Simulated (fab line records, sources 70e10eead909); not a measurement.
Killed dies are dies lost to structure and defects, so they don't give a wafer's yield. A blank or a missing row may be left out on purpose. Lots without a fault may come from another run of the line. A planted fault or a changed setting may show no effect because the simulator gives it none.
fab line records | flow nand_harc
record lots=24 wafers=72 last_day=34
route steps=1302 shown A_DECK1_JOINT@528 A_CHANNEL_HOLE_D2@582 A_CHANNEL_FILL_D2@612
lots that met no fault: from a run of the same line without faults
start_h: hours from the record's first day to the start of the lot's first wafer shown | wait_h: hours since the lot's step before | " the same as in the row above | L1.1+2: a row that stands for several wafers | - no value, or no start given | * or withheld: withheld | < > ~ a bound
route shown NAME@n: a module of which the file shows steps, and the number in the route of the first | usual: mean/standard deviation of fault-free wafers | same: alike in all rows | chamber/n: place in a boat | sites: the reading at each site | _std_site: their standard deviation | _edge_site: outer sites' mean less inner sites' | radius_mm: how far each site lies from the wafer's centre | mask NAME#n: copy n | behind: the tool/chamber that last shaped the wafer | hold: why the lot was held/for how many hours/how that ended | device: the transistor (n, p or np) that didn't switch | end of line: the same wafers' tests at the end of the route | a step without rows: its recipe alone | killed: dies lost to structure and defects at the first sort, not the wafer's yield | map: a wafer's dies, x killed, . not, _ none there
set.NAME: the setting as run; set.NAME@STEP: as run at that earlier step | model.NAME: the simulator's own value behind a step, which no gauge read
steps of the route over a sample of lots; a table a step, a row a wafer
services: from which hour (start_h, from the record's first day; less than 0 if before it) a tool's chamber was out of use, for how many hours, and why
## steps
# step NHARC_A_DECK1_JOINT_THK_MEAS_14
# recipe thk_meas_gauge=ellipsometry
# usual thk_nm=51.2/1.5
# columns lot.wafer tool chamber start_h wait_h thk_nm
L076.1 film_metro-02 - 256.46 0.2 51.9
L076.2 " - " " 51.7
L076.5 " - " " 53.5
L075.2 film_metro-01 - 256.48 0.2 50.3
L075.3 " - " " 53.0
L075.5 " - " " 50.3
L074.3 film_metro-02 - 264.41 0.2 50.3
L074.4 " - " " 51.9
L074.5 " - " " 51.4
L077.2 film_metro-01 - 276.80 0.2 48.3
L077.4 " - " " 52.4
L077.6 " - " " 48.9
L078.1 film_metro-01 - 282.52 0.2 52.7
L078.2 " - " " 52.6
L078.4 " - " " 51.2
L079.2 film_metro-01 - 302.83 0.2 49.8
L079.5 " - " " 52.6
L079.6 " - " " 51.7
L080.1 film_metro-02 - 302.83 0.2 51.5
L080.2 " - " " 50.1
L080.4 " - " " 50.4
L081.1 film_metro-01 - 330.79 0.2 51.6
L081.2 " - " " 51.6
L081.4 " - " " 52.5
L082.1 film_metro-02 - 330.79 0.2 53.5
L082.5 " - " " 53.0
L082.6 " - " " 51.8
L084.1 film_metro-02 - 336.31 0.2 51.4
L084.3 " - " " 50.8
L084.5 " - " " 52.0
L083.1 film_metro-01 - 336.31 0.2 51.0
L083.3 " - " " 52.0
L083.4 " - " " 50.6
L085.3 film_metro-01 - 351.36 0.2 49.6
L085.4 " - " " 49.4
L085.5 " - " " 52.8
L086.1 film_metro-01 - 367.04 0.2 52.0
L086.5 " - " " 53.1
L086.6 " - " " 51.8
L088.1 film_metro-01 - 390.92 0.2 53.5
L088.4 " - " " 48.8
L088.6 " - " " 50.3
L089.2 film_metro-02 - 390.92 0.2 50.0
L089.3 " - " " 49.0
L089.6 " - " " 50.7
L087.1 film_metro-02 - 395.85 0.2 52.5
L087.4 " - " " 49.5
L087.6 " - " " 49.1
L090.1 film_metro-01 - 405.94 0.2 52.4
L090.3 " - " " 50.9
L090.6 " - " " 50.9
L091.1 film_metro-01 - 415.96 0.2 51.6
L091.2 " - " " 51.6
L091.3 " - " " 51.5
L092.3 film_metro-02 - 422.03 0.2 49.5
L092.4 " - " " 51.8
L092.6 " - " " 51.5
L093.2 film_metro-01 - 434.42 0.2 52.3
L093.4 " - " " 51.4
L093.5 " - " " 52.0
L094.1 film_metro-01 - 442.53 0.2 51.0
L094.3 " - " " 49.0
L094.4 " - " " 50.7
L095.3 film_metro-01 - 466.78 0.2 49.8
L095.4 " - " " 50.5
L095.6 " - " " 51.5
L096.1 film_metro-01 - 471.64 0.2 50.9
L096.3 " - " " 51.4
L096.6 " - " " 52.6
L097.1 film_metro-02 - 476.38 0.2 47.9
L097.2 " - " " 48.0
L097.5 " - " " 53.4
# step NHARC_A_DECK1_JOINT_ETCHBACK_00
# recipe target_depth_a=300 time_s=17.4 hbr_flow_sccm=150 rf_w=350 icp_w=350 bias_w=60 chemistry=HBr
# usual drypump_motor_current_A=5.3/0.35 oes_product_au=0.998/0.01 throttle_valve_pct=23.266/0.0094
# columns lot.wafer tool chamber start_h wait_h drypump_motor_current_A oes_product_au rf_hours_counter_h throttle_valve_pct
L076.1 rie_si-01 0 256.61 0.1 5.6 0.996 0.34 23.272
L076.2 " 1 " " 5.1 0.996 0.37 23.259
L076.5 " 2 " " 4.8 0.989 - 23.255
L075.2 rie_si-05 2 256.62 0.1 5.0 1.017 0.80 23.281
L075.3 " 3 " " 5.2 1.007 0.71 23.264
L075.5 " 2 " " 5.0 1.014 - 23.270
L074.4 rie_si-05 3 264.55 0.1 5.2 1.004 0.73 23.247
L074.3 " 1 " " 5.2 0.991 0.85 23.252
L074.5 " 3 " " 5.2 1.005 - 23.258
L077.2 rie_si-01 0 276.93 0.1 5.6 0.983 0.41 23.273
L077.4 " 2 " " 4.8 0.979 0.48 23.273
L077.6 " 1 " " 5.1 0.992 - 23.285
L078.1 rie_si-05 1 282.64 0.1 5.2 0.980 0.95 23.265
L078.2 " 3 " " 5.2 1.011 0.81 23.275
L078.4 " 1 " " 5.2 0.975 - 23.278
L079.2 rie_si-01 3 302.95 0.1 5.9 1.000 0.59 23.274
L079.6 " 3 " " 5.9 1.011 - 23.255
L079.5 " 0 " " 5.6 0.992 - 23.269
L080.2 rie_si-05 2 302.95 0.1 5.0 1.004 1.08 23.251
L080.1 " 3 " " 5.2 1.001 0.99 23.263
L080.4 " 1 " " 5.2 0.971 1.09 23.279
L082.1 rie_si-06 0 330.92 0.1 5.4 1.000 0.50 23.256
L082.5 " 0 " " 5.4 0.995 - 23.253
L082.6 " 1 " " 5.2 1.002 - 23.271
L081.2 rie_si-01 2 330.93 0.1 4.8 0.988 0.74 23.269
L081.4 " 3 " " 5.9 1.006 0.72 23.254
L081.1 " 0 " " 5.6 0.997 0.71 23.275
L084.1 rie_si-06 1 336.44 0.1 5.3 0.993 0.56 23.253
L084.3 " 3 " " 6.0 1.006 0.55 23.262
L084.5 " 2 " " 5.9 0.981 - 23.274
L083.4 rie_si-05 2 336.44 0.1 5.0 0.998 0.14 23.242
L083.3 " 3 " " 5.2 0.999 0.16 23.261
L083.1 " 0 " " 5.5 0.988 0.16 23.255
L085.4 rie_si-01 2 351.50 0.1 4.8 0.993 0.93 23.271
L085.3 " 0 " " 5.6 0.996 0.83 23.254
L085.5 " 2 " " 4.8 0.985 - 23.274
L086.1 rie_si-06 2 367.19 0.1 5.9 0.992 0.77 23.267
L086.6 " 0 " " 5.4 1.000 - 23.264
L086.5 " 1 " " 5.2 1.005 - 23.270
L088.4 rie_si-05 2 391.05 0.1 5.0 0.987 0.50 23.276
L088.1 " 3 " " 5.2 1.022 0.45 23.275
L088.6 " 3 " " 5.2 1.014 - 23.268
L089.2 rie_si-01 2 391.06 0.1 4.8 1.018 0.10 23.256
L089.3 " 3 " " 5.9 0.993 0.08 23.256
L089.6 " 3 " " 5.9 1.001 - 23.281
L087.4 rie_si-06 0 395.99 0.1 5.4 0.991 0.92 23.265
L087.1 " 2 " " 5.9 0.996 0.92 23.252
L087.6 " 0 " " 5.4 0.987 - 23.255
L090.3 rie_si-05 3 406.07 0.1 5.2 1.004 0.62 23.257
L090.1 " 1 " " 5.2 0.995 0.61 23.276
L090.6 " 3 " " 5.2 1.010 - 23.260
L091.2 rie_si-01 2 416.09 0.1 4.8 1.007 0.26 23.266
L091.3 " 3 " " 5.9 0.985 0.28 23.260
L091.1 " 0 " " 5.6 0.990 0.24 23.242
L092.3 rie_si-05 2 422.16 0.1 5.0 0.997 0.74 23.252
L092.4 " 3 " " 5.2 1.015 0.68 23.261
L092.6 " 1 " " 5.2 1.004 - 23.271
L093.4 rie_si-05 0 434.56 0.1 5.6 0.991 0.85 23.274
L093.2 " 1 " " 5.2 0.999 0.79 23.276
L093.5 " 0 " " 5.5 0.984 - 23.267
L094.1 rie_si-05 1 442.66 0.1 5.2 1.008 0.81 23.271
L094.3 " 3 " " 5.2 1.012 0.90 23.271
L094.4 " 0 " " 5.6 0.989 0.89 23.270
L095.4 rie_si-06 0 466.91 0.1 5.4 1.000 0.17 23.263
L095.3 " 2 " " 5.9 1.000 0.21 23.266
L095.6 " 0 " " 5.4 1.001 - 23.270
L096.3 rie_si-05 2 471.78 0.1 5.0 0.997 1.03 23.258
L096.1 " 3 " " 5.2 1.015 1.03 23.274
L096.6 " 1 " " 5.2 0.993 - 23.281
L097.1 rie_si-05 2 476.52 0.1 5.0 0.993 1.11 23.268
L097.2 " 0 " " 5.6 1.002 1.03 23.267
L097.5 " 1 " " 5.2 0.991 - 23.253
# step NHARC_A_CHANNEL_HOLE_D2_CD_MEAS_10
# recipe target_cd_nm=100 landing_energy_ev=500
# usual cd_nm=100.0/0.55
# columns lot.wafer tool chamber start_h wait_h cd_nm
L076.1 cd_sem-01 0 296.84 - 100.1
L076.2 " 0 " " 100.6
L076.5 " 0 " " 100.9
L075.2 cd_sem-01 0 298.53 - 99.3
L075.3 " 0 " " 99.5
L075.5 " 0 " " 99.6
L074.3 cd_sem-03 0 309.39 - 99.6
L074.4 " 0 " " 100.2
L074.5 " 0 " " 99.6
L078.1 cd_sem-03 0 320.22 - 99.0
L078.2 " 0 " " 99.7
L078.4 " 0 " " 99.1
L077.2 cd_sem-03 0 320.78 - 100.4
L077.4 " 0 " " 100.5
L077.6 " 0 " " 100.0
L080.1 cd_sem-02 0 343.12 - 100.9
L080.2 " 0 " " 100.7
L080.4 " 0 " " 100.8
L079.2 cd_sem-03 0 343.27 - 100.3
L079.5 " 0 " " 99.8
L079.6 " 0 " " 100.1
L082.1 cd_sem-01 0 380.11 - 100.2
L082.5 " 0 " " 99.9
L082.6 " 0 " " 101.3
L084.1 cd_sem-03 0 380.14 - 99.6
L084.3 " 0 " " 99.9
L084.5 " 0 " " 100.5
L081.1 cd_sem-03 0 381.35 - 100.1
L081.2 " 0 " " 100.3
L081.4 " 0 " " 99.7
L083.1 cd_sem-01 0 382.05 - 99.3
L083.3 " 0 " " 99.2
L083.4 " 0 " " 99.7
L085.3 cd_sem-03 0 399.31 - 99.7
L085.4 " 0 " " 100.1
L085.5 " 0 " " 100.3
L086.1 cd_sem-02 0 409.83 - 99.3
L086.5 " 0 " " 99.0
L086.6 " 0 " " 100.2
L088.1 cd_sem-02 0 430.49 - 99.8
L088.4 " 0 " " 100.9
L088.6 " 0 " " 99.6
L087.1 cd_sem-01 0 430.65 - 99.6
L087.4 " 0 " " 99.4
L087.6 " 0 " " 100.2
L089.2 cd_sem-01 0 432.27 - 99.0
L089.3 " 0 " " 100.0
L089.6 " 0 " " 99.7
L090.1 cd_sem-03 0 454.10 - 100.6
L090.3 " 0 " " 99.7
L090.6 " 0 " " 99.9
L091.1 cd_sem-03 0 454.60 - 99.2
L091.2 " 0 " " 99.7
L091.3 " 0 " " 99.7
L092.3 cd_sem-02 0 459.48 - 98.9
L092.4 " 0 " " 100.1
L092.6 " 0 " " 100.2
L093.2 cd_sem-02 0 476.05 - 99.9
L093.4 " 0 " " 99.9
L093.5 " 0 " " 98.9
L094.1 cd_sem-03 0 484.30 - 100.5
L094.3 " 0 " " 101.1
L094.4 " 0 " " 100.9
L096.1 cd_sem-02 0 515.68 - 99.9
L096.3 " 0 " " 99.9
L096.6 " 0 " " 100.7
L095.3 cd_sem-01 0 517.70 - 100.3
L095.4 " 0 " " 100.2
L095.6 " 0 " " 100.6
L097.1 cd_sem-02 0 520.24 - 100.3
L097.2 " 0 " " 100.2
L097.5 " 0 " " 100.0
# step NHARC_A_CHANNEL_HOLE_D2_CD_MEAS_18
# usual cd_nm=99.5/2.1
# columns lot.wafer tool chamber start_h wait_h cd_nm
L076.1 cd_sem-03 - 298.13 - 102.6
L076.2 " - " " 100.9
L076.5 " - " " 100.0
L075.2 cd_sem-03 - 299.82 - 97.8
L075.3 " - " " 94.2
L075.5 " - " " 98.4
L074.3 cd_sem-03 - 310.89 - 101.8
L074.4 " - " " 97.7
L074.5 " - " " 95.4
L078.1 cd_sem-01 - 321.52 - 96.4
L078.2 " - " " 98.5
L078.4 " - " " 96.9
L077.2 cd_sem-01 - 322.07 - 100.4
L077.4 " - " " 100.8
L077.6 " - " " 102.8
L080.1 cd_sem-01 - 344.40 - 98.0
L080.2 " - " " 98.6
L080.4 " - " " 101.2
L079.2 cd_sem-02 - 344.57 - 98.0
L079.5 " - " " 98.1
L079.6 " - " " 97.6
L082.1 cd_sem-01 - 381.39 - 98.0
L082.5 " - " " 99.1
L082.6 " - " " 101.0
L084.1 cd_sem-02 - 381.43 - 100.3
L084.3 " - " " 102.8
L084.5 " - " " 104.8
L081.1 cd_sem-03 - 382.65 - 99.5
L081.2 " - " " 99.4
L081.4 " - " " 99.2
L083.1 cd_sem-03 - 383.34 - 100.3
L083.3 " - " " 100.4
L083.4 " - " " 98.0
L085.3 cd_sem-01 - 401.00 - 98.9
L085.4 " - " " 97.8
L085.5 " - " " 97.1
L086.1 cd_sem-01 - 411.12 - 98.3
L086.5 " - " " 102.1
L086.6 " - " " 97.2
L088.1 cd_sem-02 - 431.79 - 100.9
L088.4 " - " " 101.7
L088.6 " - " " 103.4
L087.1 cd_sem-01 - 431.94 - 98.8
L087.4 " - " " 100.3
L087.6 " - " " 97.5
L089.2 cd_sem-01 - 433.56 - 101.3
L089.3 " - " " 100.7
L089.6 " - " " 100.6
L090.1 cd_sem-03 - 455.39 - 97.8
L090.3 " - " " 98.6
L090.6 " - " " 97.6
L091.1 cd_sem-02 - 455.89 - 97.0
L091.2 " - " " 98.3
L091.3 " - " " 101.9
L092.3 cd_sem-01 - 460.77 - 97.6
L092.4 " - " " 97.5
L092.6 " - " " 98.9
L093.2 cd_sem-02 - 477.34 - 103.3
L093.4 " - " " 99.1
L093.5 " - " " 100.8
L094.1 cd_sem-03 - 485.59 - 99.4
L094.3 " - " " 102.9
L094.4 " - " " 98.2
L096.1 cd_sem-02 - 516.98 - 99.5
L096.3 " - " " 100.5
L096.6 " - " " 101.0
L095.3 cd_sem-03 - 518.99 - 100.5
L095.4 " - " " 99.3
L095.6 " - " " 99.3
L097.1 cd_sem-01 - 521.53 - 100.0
L097.2 " - " " 99.3
L097.5 " - " " 98.2
# step NHARC_A_CHANNEL_HOLE_D2_ETCH_44
# recipe target_depth_a=1400 overetch_a=140 time_s=77 ion_energy_ev=100 cf4_flow_sccm=80 o2_flow_sccm=20 ar_flow_sccm=0 rf_w=300 bias_w=100 chemistry=CF4/O2
# usual drypump_motor_current_A=5.6/0.5 oes_product_au=1.005/0.0095 rf_vpp_V=198.1/1.5 showerhead_plenum_p_Torr=1.36/0.061 throttle_valve_pct=13.395/0.0083
# columns lot.wafer tool chamber start_h wait_h drypump_motor_current_A oes_product_au rf_hours_counter_h rf_vpp_V showerhead_plenum_p_Torr throttle_valve_pct
L076.1 rie_diel-13 1 302.95 0.1 4.9 1.017 7.3 199.0 1.36 13.390
L076.2 " 3 " " 5.7 1.006 7.6 196.4 1.24 13.388
L076.5 " 0 " " 6.3 0.985 - 199.9 1.41 13.387
L075.2 rie_diel-12 2 307.00 0.0 5.4 1.002 1.5 196.7 1.28 13.373
L075.3 " 3 " " 5.7 1.009 1.5 200.6 1.41 13.382
L075.5 " 2 " " 5.4 1.011 - 196.3 1.28 13.389
L074.3 rie_diel-13 0 315.68 0.1 6.3 1.002 7.1 199.9 1.41 13.394
L074.4 " 1 " " 4.9 1.025 7.5 198.6 1.36 13.412
L074.5 " 3 " " 5.7 1.007 - 197.0 1.24 13.390
L078.2 rie_diel-12 2 326.78 0.0 5.4 1.000 3.5 196.4 1.28 13.394
L078.4 " 3 " " 5.7 1.008 2.9 200.5 1.41 13.391
L078.1 " 1 " " 4.9 0.989 3.0 198.0 1.36 13.391
L077.2 rie_diel-13 1 326.87 0.1 4.9 1.030 7.8 198.6 1.36 13.399
L077.4 " 2 " " 5.0 1.018 8.5 199.9 1.42 13.383
L077.6 " 0 " " 6.3 1.008 - 197.6 1.41 13.404
L080.2 rie_diel-12 1 349.54 0.0 5.0 0.998 4.7 200.2 1.36 13.393
L080.1 " 3 " " 5.7 1.013 4.4 197.5 1.41 13.393
L080.4 " 0 " " 6.4 1.000 4.4 199.5 1.41 13.371
L079.2 rie_diel-05 1 349.94 0.1 5.3 0.996 9.5 199.3 1.40 13.396
L079.5 " 0 " " 5.8 1.001 - 198.9 1.37 13.401
L079.6 " 1 " " 5.3 1.001 - 198.0 1.40 13.400
L082.1 rie_diel-13 2 386.17 0.1 5.0 0.999 1.3 199.9 1.42 13.409
L082.5 " 2 " " 5.0 1.006 - 199.7 1.42 13.391
L082.6 " 3 " " 5.7 1.002 - 194.9 1.24 13.404
L084.1 rie_diel-05 2 390.32 0.0 5.5 1.007 10.7 199.6 1.41 13.389
L084.3 " 0 " " 5.8 0.997 9.1 198.5 1.37 13.390
L084.5 " 3 " " 6.2 1.001 - 196.8 1.27 13.404
L081.1 rie_diel-12 3 394.49 0.0 5.7 1.026 7.4 198.3 1.41 13.388
L081.4 " 0 " " 6.4 0.997 7.7 199.8 1.41 13.388
L081.2 " 1 " " 5.0 1.002 8.2 199.3 1.36 13.397
L083.4 rie_diel-13 0 398.69 0.1 6.3 1.005 1.7 198.7 1.41 13.387
L083.3 " 1 " " 4.9 1.010 1.6 198.2 1.36 13.408
L083.1 " 3 " " 5.7 1.007 1.6 195.3 1.24 13.389
L085.3 rie_diel-12 0 410.87 0.1 6.4 0.996 8.5 199.7 1.41 13.394
L085.4 " 1 " " 5.0 0.998 - 197.7 1.36 13.388
L085.5 " 3 " " 5.7 1.004 - 198.6 1.41 13.400
L086.1 rie_diel-13 2 415.95 0.1 4.9 0.995 2.5 198.7 1.42 13.392
L086.5 " 1 " " 4.9 1.021 - 199.3 1.36 13.408
L086.6 " 2 " " 4.9 1.003 - 197.3 1.42 13.409
L088.1 rie_diel-13 1 436.58 0.0 4.9 1.021 3.6 197.4 1.36 13.401
L088.4 " 0 " " 6.2 1.019 4.1 198.6 1.40 13.392
L088.6 " 1 " " 4.9 1.012 - 198.5 1.35 13.402
L087.1 rie_diel-05 3 436.73 0.1 6.1 1.006 1.1 197.7 1.27 13.388
L087.4 " 0 " " 5.8 1.022 0.9 196.9 1.37 13.411
L087.6 " 3 " " 6.1 1.005 - 194.9 1.27 13.396
L089.3 rie_diel-05 0 440.76 0.1 5.8 1.021 1.1 199.4 1.36 13.401
L089.2 " 1 " " 5.3 1.015 1.0 199.6 1.40 13.401
L089.6 " 0 " " 5.8 1.015 - 198.8 1.37 13.404
L090.1 rie_diel-05 3 460.22 0.1 6.1 0.995 2.0 197.1 1.27 13.378
L090.3 " 0 " " 5.8 1.008 1.7 197.5 1.37 13.407
L090.6 " 3 " " 6.1 1.000 - 196.6 1.27 13.405
L091.1 rie_diel-12 3 460.85 0.1 5.7 1.023 0.2 199.2 1.41 13.400
L091.3 " 1 " " 4.9 0.999 0.2 199.1 1.36 13.405
L091.2 " 2 " " 5.4 1.013 0.2 195.8 1.28 13.392
L092.3 rie_diel-13 1 465.56 0.1 4.9 1.007 6.1 196.9 1.35 13.401
L092.4 " 3 " " 5.7 1.008 6.6 196.5 1.24 13.392
L092.6 " 2 " " 4.9 0.991 - 199.3 1.42 13.396
L093.2 rie_diel-13 2 486.74 0.1 5.0 0.987 7.9 199.6 1.42 13.401
L093.4 " 1 " " 5.0 1.007 7.9 198.5 1.35 13.399
L093.5 " 2 " " 4.9 0.991 - 198.1 1.42 13.392
L094.3 rie_diel-05 3 490.90 0.1 6.2 1.002 3.9 195.5 1.27 13.406
L094.1 " 0 " " 5.8 1.008 3.8 198.2 1.36 13.402
L094.4 " 1 " " 5.3 1.020 3.8 199.6 1.40 13.391
L096.1 rie_diel-12 0 521.78 0.1 6.4 1.012 2.3 198.5 1.41 13.401
L096.3 " 1 " " 5.0 0.991 5.0 198.0 1.36 13.391
L096.6 " 0 " " 6.4 1.002 - 199.4 1.41 13.393
L095.4 rie_diel-05 0 523.82 0.1 5.8 0.994 5.3 198.5 1.36 13.387
L095.3 " 1 " " 5.3 1.004 5.1 198.7 1.40 13.398
L095.6 " 2 " " 5.5 1.001 - 199.7 1.41 13.394
L097.2 rie_diel-12 1 526.33 0.1 5.0 0.998 5.1 198.1 1.36 13.392
L097.1 " 0 " " 6.4 1.005 2.5 198.2 1.41 13.403
L097.5 " 1 " " 5.0 1.005 - 198.1 1.36 13.391
# step NHARC_A_CHANNEL_FILL_D2_ALD_02
# recipe target_thk_a=60 pulse_time_s=10 ald_cycles=60 temp_c=300 material=SiO2
# usual heater_power_w=466/50 precursor_pulse_height_rel=1.002/0.018
# columns lot.wafer tool chamber start_h wait_h heater_power_w precursor_pulse_height_rel
L076.2 ald_hk-02 3 304.47 - 446 1.019
L076.1 " 0 " " 468 1.029
L076.5 " 0 " " 481 1.016
L075.3 ald_hk-02 1 308.17 - 541 0.985
L075.2 " 3 " " 433 1.008
L075.5 " 1 " " 521 0.976
L074.3 ald_hk-04 0 316.96 - 423 0.983
L074.4 " 1 " " 410 1.015
L074.5 " 0 " " 410 0.990
L078.4 ald_hk-04 3 328.03 - 527 0.997
L078.2 " 0 " " 425 1.003
L078.1 " 1 " " 419 0.994
L077.4 ald_hk-03 3 328.12 - 473 0.979
L077.2 " 0 " " 374 1.005
L077.6 " 3 " " 465 0.987
L080.2 ald_hk-03 3 350.71 - 473 0.992
L080.4 " 1 " " 475 1.014
L080.1 " 2 " " 484 0.990
L079.2 ald_hk-04 2 351.12 - 479 0.963
L079.6 " 2 " " 495 0.999
L079.5 " 3 " " 537 0.992
L082.1 ald_hk-03 3 387.56 - 464 1.017
L082.5 " 0 " " 381 1.004
L082.6 " 1 " " 461 1.027
L084.3 ald_hk-03 1 391.51 - 478 0.999
L084.1 " 3 " " 470 0.972
L084.5 " 2 " " 485 0.999
L081.4 ald_hk-04 2 395.68 - 499 1.009
L081.2 " 0 " " 416 0.991
L081.1 " 1 " " 409 1.025
L083.1 ald_hk-04 1 399.97 - 415 0.994
L083.3 " 2 " " 488 1.010
L083.4 " 3 " " 539 1.004
L085.4 ald_hk-03 2 412.19 - 488 0.985
L085.3 " 3 " " 487 0.997
L085.5 " 2 " " 504 1.024
L086.1 ald_hk-04 1 417.13 - 407 1.001
L086.6 " 1 " " 414 0.990
L086.5 " 2 " " 503 1.005
L088.1 ald_hk-02 2 437.90 - 466 1.028
L088.4 " 3 " " 442 1.002
L088.6 " 0 " " 511 0.996
L087.1 ald_hk-03 3 437.97 - 501 1.033
L087.4 " 1 " " 469 0.962
L087.6 " 2 " " 492 1.014
L089.3 ald_hk-02 1 441.92 - 507 1.024
L089.2 " 2 " " 457 1.015
L089.6 " 1 " " 490 1.005
L090.1 ald_hk-04 0 461.47 - 395 1.004
L090.3 " 2 " " 500 1.021
L090.6 " 0 " " 396 1.001
L091.2 ald_hk-03 2 462.15 - 506 0.994
L091.3 " 0 " " 386 0.988
L091.1 " 1 " " 465 1.012
L092.3 ald_hk-03 3 466.80 - 487 1.023
L092.4 " 0 " " 377 1.008
L092.6 " 3 " " 503 0.990
L093.4 ald_hk-03 1 487.98 - 458 0.992
L093.2 " 2 " " 521 1.020
L093.5 " 1 " " 481 0.997
L094.4 ald_hk-03 3 492.24 0.2 492 0.997
L094.3 " 0 " " 382 1.039
L094.1 " 1 " " 451 0.995
L096.3 ald_hk-04 1 522.95 - 416 1.015
L096.1 " 2 " " 505 1.011
L096.6 " 2 " " 508 1.036
L095.4 ald_hk-04 0 524.99 - 398 1.004
L095.3 " 2 " " 495 0.970
L095.6 " 1 " " 415 0.973
L097.2 ald_hk-04 3 527.51 - 555 0.979
L097.1 " 1 " " 409 1.007
L097.5 " 0 " " 403 1.034
## services
# columns tool chamber start_h hours kind
rie_diel-13 3 233.29 6.7 repair
rie_diel-12 3 248.83 7.0 repair
ald_hk-04 - 254.32 10.0 pm
rie_diel-05 - 266.28 0.5 repair
rie_diel-12 - 268.68 9.0 pm
rie_si-05 0 279.83 4.7 repair
rie_diel-05 - 281.97 0.5 repair
rie_si-05 - 305.00 9.0 pm
rie_diel-13 3 334.00 19.6 repair
rie_diel-13 - 342.00 9.0 pm
rie_diel-13 3 354.44 5.2 repair
rie_diel-12 0 360.93 4.0 repair
rie_diel-12 1 366.94 8.6 repair
rie_si-05 3 380.26 4.0 repair
ald_hk-03 - 393.12 10.0 pm
rie_diel-12 2 400.93 17.3 repair
rie_si-05 2 420.46 1.1 repair
rie_diel-12 0 420.51 59.8 repair
ald_hk-04 - 432.32 10.0 pm
rie_diel-12 3 439.57 9.5 repair
rie_diel-12 - 446.43 9.0 pm
rie_si-05 - 482.00 9.0 pm
ald_hk-03 - 484.21 0.4 repair
rie_diel-13 - 519.00 9.0 pm
## key
fault none
